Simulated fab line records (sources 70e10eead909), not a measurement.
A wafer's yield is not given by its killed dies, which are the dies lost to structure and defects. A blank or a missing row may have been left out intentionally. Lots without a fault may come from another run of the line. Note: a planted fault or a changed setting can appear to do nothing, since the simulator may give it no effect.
Struck lot and sound lot, side by side | flow nandHarc | 19 out of 1302 route steps
Sound: these wafers, L209.1, L209.2, L209.4. Struck: wafers L200.2, L200.3, L200.5. The cause is named last.
Each step with rows lists, per side, the tool, then ch with its chambers, then its first start. Under that, the readings that differ: sound wafers | struck wafers | difference of the means | sigmas: that difference in standard deviations of wafers without a fault.
alike: readings with means less than 2 such deviations apart, plus words and numbers identical on both sides. not compared: withheld readings, readings lacking a value on some wafer, bounds such as >300 that could conceal the same value, and numbers that have no deviation in the record and whose values overlap.
A row with sigmas, a row that says differs or no value, or rows on one side alone: a step with any of these is where the two part. Non-overlapping numbers with no deviation appear without sigmas and do not part them. Lack of a reading on every wafer of one side parts them only where that side has two or more wafers.

NHARC_P_GATE_CD_MEAS_91 targets a cd of 2000 nm.
  sound on cdSem-03 ch 0, day 11 17:26; struck on cdSem-02 ch 0, day 8 06:28
  alike: cdNm
then, 1 step without rows for these wafers: NHARC_P_GATE_HARDBAKE_92 (time 80 s).
NHARC_P_GATE_DESCUM_93: chemistry O2, time 3 s.
  sound on rieDiel-07 ch 1,2,3, day 11 17:36; struck on rieDiel-07 ch 1,2, day 8 06:37
  alike: drypumpMotorCurrentA, oesProductAu, rfVppV, showerheadPlenumPTorr, throttleValvePct
  not compared: rfHoursCounterH
then, 4 steps without rows for these wafers: NHARC_P_GATE_IMPLANT_94; NHARC_P_GATE_STRIP_113 (strips in N2/H2, time 740 s); NHARC_P_GATE_STRIP_95 (strips in O2); NHARC_P_GATE_STRIP_96 (strips in SPM, time 900 s).
NHARC_P_GATE_RTA_64: time 1 s.
  sound on rtpAnneal-01 ch 0, day 11 19:14; struck on rtpAnneal-02 ch 0, day 8 08:19
reading          | sound          | struck         | difference | sigmas
lampPowerPct (%) | 33.2 33.2 33.3 | 37.7 37.6 37.6 | +4.4       | +2
  alike: annealTempCMax, wafer_temp_C_max
then, 1 step without rows for these wafers: NHARC_P_GATE_ETCH_77 (etches SiO2 in dHF, target depth 6 nm).
NHARC_P_GATE_DEGAS_109: time 60 s.
  struck on pvdSputter-01, day 8 08:35; sound on pvdSputter-01, day 11 19:32
  alike: heaterPowerW
then, 2 steps without rows for these wafers: NHARC_P_GATE_PRE_CLEAN_110 (time 30 s); NHARC_P_GATE_SPUTTER_78 (material Ni, target thk 10 nm).
NHARC_P_GATE_SPUTTER_79: material TiN, target thk 10 nm.
  struck on pvdSputter-01, day 8 08:55; sound on pvdSputter-01, day 11 19:43
NHARC_P_GATE_RTA_80: time 30 s.
  sound on rtpAnneal-02 ch 0, day 11 19:50; struck on rtpAnneal-02 ch 0, day 8 09:04
  alike: annealTempCMax, wafer_temp_C_max
then, 2 steps without rows for these wafers: NHARC_P_GATE_STRIP_67 (strips in SPM, time 600 s); NHARC_P_GATE_RTA_82 (time 30 s).
NHARC_P_GATE_INSPECT_68:
  struck on defectInspect-01, day 8 09:52; sound on defectInspect-01, day 11 20:29
reading        | sound       | struck         | difference | sigmas
rawDefectCount | 206 141 124 | 1333 1285 1275 | +1141      | +15
NHARC_P_CONTACT_DEP_30: deposits SiNx, target thk 30 nm.
  sound on pecvd-01 ch 0,2, day 11 20:34; struck on pecvd-03 ch 0,1, day 8 09:58
  alike: heaterPowerOuterW, heaterPowerW, rfFwdPowerW
-- break in the record here, with 19 days between the starts of the struck wafers on either side (left off in module P_CONTACT, picked up again in module END, where the first step shown is number 1302 on the route) --
NHARC_END_SORT_01:
  at this point the record logs the struck wafers (prober-02 ch 0, day 27 01:04) and has no rows for the sound ones

WHERE THEY PART
First at NHARC_P_GATE_RTA_64; last, within this record, at NHARC_END_SORT_01.

WHY: whatever the simulator had introduced
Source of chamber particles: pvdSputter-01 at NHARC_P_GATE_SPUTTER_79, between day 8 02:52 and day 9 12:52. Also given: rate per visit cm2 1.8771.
